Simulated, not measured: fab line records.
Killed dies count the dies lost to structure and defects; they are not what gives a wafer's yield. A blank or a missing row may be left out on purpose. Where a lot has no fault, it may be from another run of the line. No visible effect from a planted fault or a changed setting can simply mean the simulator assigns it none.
Matching of chambers | flow n5 finfet | N5_SDB_DESCUM_16 on rie diel-04 has 4 sister chambers
The step chemistry O2, time 7.9 s. 4 wafers are shown with their chamber, then 8 later ones without.

== WAFERS, EACH WITH ITS CHAMBER ==
wafer  | chamber | throttle valve pct (%)
L085.5 | 3       | 20.41
L092.4 | 0       | 20.34
L092.5 | 1       | 19.97
L094.1 | 2       | 20.63

== WAFERS WHOSE CHAMBER IS MISSING ==
wafer  | throttle valve pct (%)
L094.3 | 20.36
L094.4 | 19.98
L095.2 | 19.97
L095.4 | 20.03
L095.5 | 19.97
L096.1 | 20.34
L096.3 | 20.64
L096.6 | 20.36

== THE CHAMBER EACH PASSED THROUGH ==
wafer  | from the rows above     | in truth
L094.3 | can't be placed: 0 or 3 | 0
L094.4 | 1                       | 1
L095.2 | 1                       | 1
L095.4 | 1                       | 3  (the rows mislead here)
L095.5 | 1                       | 1
L096.1 | 0                       | 0
L096.3 | 2                       | 2
L096.6 | can't be placed: 0 or 3 | 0
Correctly placed: 5 of 8. Cannot be placed on the basis of these rows: 2; the candidates contain the true chamber in 2. Number placed wrongly: 1.
How it was worked out, from the rows above alone: a wafer's distance from a chamber is the root of the sum, over the readings, of the square of ((its reading less the chamber's mean) divided by the reading's scatter). If the next closest chamber is less than 2 further off than the closest, the wafer can't be placed; otherwise it belongs to the closest. A chamber's mean is the mean of its shown wafers. The scatter (one wafer shown for each chamber): square how far every hidden wafer sits from the nearest shown wafer, average those squares and take the square root.
